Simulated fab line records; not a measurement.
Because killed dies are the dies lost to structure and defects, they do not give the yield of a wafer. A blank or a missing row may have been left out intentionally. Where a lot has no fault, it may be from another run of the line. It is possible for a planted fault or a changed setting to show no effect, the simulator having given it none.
Matching of chambers	flow nand harc	NHARC_P_M2_DEP_33 on pecvd-02 has 3 sister chambers
The step deposits SiCN, target thk 30 nm. 3 wafers are shown with their chamber, then 11 later ones without.

WAFERS PAIRED WITH THEIR CHAMBERS
wafer	chamber	heater power w (W)
L092.2	2	575
L092.3	1	492
L092.4	0	670

WAFERS MISSING THEIR CHAMBER
wafer	heater power w (W)
L092.5	578
L092.6	481
L093.1	631
L093.3	508
L093.5	524
L095.2	552
L095.4	536
L095.5	533
L097.2	491
L097.3	498
L097.4	480

WHICH CHAMBER EACH WENT THROUGH
wafer	from the rows above	in truth
L092.5	2	2
L092.6	1	1
L093.1	can't be placed: 0 or 2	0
L093.3	1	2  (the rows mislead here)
L093.5	can't be placed: 1 or 2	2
L095.2	can't be placed: 2 or 1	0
L095.4	can't be placed: 2 or 1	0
L095.5	can't be placed: 1 or 2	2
L097.2	1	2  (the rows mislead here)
L097.3	1	1
L097.4	1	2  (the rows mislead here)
Placed correctly: 3 of 11. Cannot be placed on the basis of these rows: 5; the candidates contain the true chamber in 3. Placed wrongly: 3.
How it was worked out, from the rows above alone: a wafer's distance from a chamber is the root of the sum, over the readings, of the square of ((its reading less the chamber's mean) divided by the reading's scatter). The wafer belongs to the nearest chamber; if the next one is less than 2 further off, it can't be placed. A chamber's mean is the mean of its shown wafers. The scatter: with one shown wafer a chamber, the root of the mean of the squares of how far each hidden wafer lies from its nearest shown one.
